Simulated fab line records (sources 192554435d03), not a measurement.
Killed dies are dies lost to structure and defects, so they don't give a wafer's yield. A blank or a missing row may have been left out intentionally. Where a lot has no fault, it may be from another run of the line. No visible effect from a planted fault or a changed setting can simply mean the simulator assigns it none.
Chamber matching | flow n5 finfet | N5_BEOL_M5_STRIP_64 on rie diel-03: 4 sister chambers
The step strips in CF4. 16 wafers are shown with their chamber, then 8 later ones without.

WAFERS PAIRED WITH THEIR CHAMBERS
wafer  | chamber | throttle valve pct (%) | drypump motor current A (A) | showerhead plenum p Torr (Torr)
L076.2 | 1       | 13.34                  | 5.35                        | 1.79
L076.3 | 0       | 13.68                  | 5.72                        | 1.89
L076.5 | 2       | 13.84                  | 5.62                        | 1.85
L077.2 | 2       | 13.83                  | 5.64                        | 1.85
L077.3 | 0       | 13.65                  | 5.72                        | 1.89
L077.5 | 0       | 13.68                  | 5.76                        | 1.89
L085.4 | 0       | 13.68                  | 5.70                        | 1.89
L085.5 | 1       | 13.37                  | 5.31                        | 1.78
L085.6 | 2       | 13.85                  | 5.63                        | 1.84
L084.2 | 3       | 13.93                  | 5.89                        | 1.79
L084.3 | 1       | 13.36                  | 5.34                        | 1.78
L084.4 | 0       | 13.68                  | 5.74                        | 1.89
L086.2 | 0       | 13.70                  | 5.69                        | 1.88
L086.4 | 3       | 13.92                  | 5.89                        | 1.79
L086.5 | 0       | 13.71                  | 5.74                        | 1.88
L092.1 | 1       | 13.39                  | 5.31                        | 1.78

SIGNATURES (means of the wafers above)
reading                  | chamber 0 | chamber 1 | chamber 2 | chamber 3 | scatter within a chamber
throttle valve pct       | 13.6829   | 13.3650   | 13.8400   | 13.9250   | 0.0175
drypump motor current A  | 5.7243    | 5.3275    | 5.6300    | 5.8900    | 0.0205
showerhead plenum p Torr | 1.8871    | 1.7825    | 1.8467    | 1.7900    | 0.00487
Rule: a wafer lies at a distance from a chamber equal to the root of the sum of squares, over the readings, of (its reading less the chamber's mean, divided by the reading's scatter). If the next closest chamber is less than 2 further off than the closest, the wafer can't be placed; otherwise it belongs to the closest. How the scatter is found: for the shown wafers, subtract from each reading the mean of its chamber, square and add these, divide the total by (wafers less chambers), then take the root.

WAFERS WITHOUT THEIR CHAMBER
wafer  | throttle valve pct (%) | drypump motor current A (A) | showerhead plenum p Torr (Torr)
L092.4 | 13.72                  | 5.72                        | 1.88
L092.6 | 13.90                  | 5.64                        | 1.84
L093.1 | 13.89                  | 5.62                        | 1.84
L093.2 | 13.96                  | 5.86                        | 1.78
L093.6 | 13.91                  | 5.62                        | 1.84
L095.1 | 13.41                  | 5.36                        | 1.78
L095.3 | 13.75                  | 5.75                        | 1.88
L095.5 | 13.42                  | 5.36                        | 1.78

EACH ONE'S CHAMBER
wafer  | from the rows above | in truth
L092.4 | 0                   | 0
L092.6 | 2                   | 2
L093.1 | 2                   | 2
L093.2 | 3                   | 3
L093.6 | 2                   | 2
L095.1 | 1                   | 1
L095.3 | 0                   | 0
L095.5 | 1                   | 1
Placed correctly: 8 of 8. Left unplaced by these rows: 0. Wrongly placed: 0.
